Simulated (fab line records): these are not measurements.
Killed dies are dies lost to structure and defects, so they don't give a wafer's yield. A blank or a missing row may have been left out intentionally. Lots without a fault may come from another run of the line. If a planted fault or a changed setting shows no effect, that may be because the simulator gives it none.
Matching of chambers ; flow n5_finfet ; N5_MOL_CONTACT_COAG_CMP_28 on cmp-01: 4 sister chambers
The step polishes, stops on SiNx, t overpolish 0.85 s, target thk 14.522 nm. 8 wafers are shown with their chamber, then 7 later ones without.

WAFERS WITH THEIR CHAMBER
wafer;chamber;motor_current_A (A);retaining_ring_pressure_frac
L082.3;2;12.6;1.003
L085.4;2;12.9;0.999
L086.2;3;12.0;1.006
L088.2;0;12.0;0.999
L088.4;1;12.8;1.003
L089.2;1;11.9;0.997
L089.4;3;12.4;0.998
L090.3;0;11.5;1.007

WAFERS WITHOUT THEIR CHAMBER
wafer;motor_current_A (A);retaining_ring_pressure_frac
L092.3;12.5;0.994
L092.4;13.3;1.003
L095.1;11.6;0.999
L095.4;13.4;1.010
L096.1;11.7;0.998
L096.2;12.7;0.995
L096.3;12.9;1.003

CHAMBER TAKEN BY EACH
wafer;from the rows above;in truth
L092.3;can't be placed: 1 or 2 or 3 or 0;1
L092.4;can't be placed: 2 or 1 or 3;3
L095.1;can't be placed: 0 or 3 or 1 or 2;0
L095.4;can't be placed: 2 or 1 or 3 or 0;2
L096.1;can't be placed: 0 or 3 or 1 or 2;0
L096.2;can't be placed: 2 or 1 or 3 or 0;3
L096.3;can't be placed: 2 or 1 or 3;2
0 of 7 placed correctly. Cannot be placed on the basis of these rows: 7; the candidates contain the true chamber in 7. Placed wrongly: 0.
How it was worked out, from the rows above alone: a wafer's distance from a chamber is the root of the sum, over the readings, of the square of ((its reading less the chamber's mean) divided by the reading's scatter). If the next closest chamber is less than 2 further off than the closest, the wafer can't be placed; otherwise it belongs to the closest. A chamber's mean is the mean of its shown wafers. The scatter: take each reading less its chamber's mean, square it, sum over the shown wafers, divide by the number of wafers less the number of chambers, and take the root.
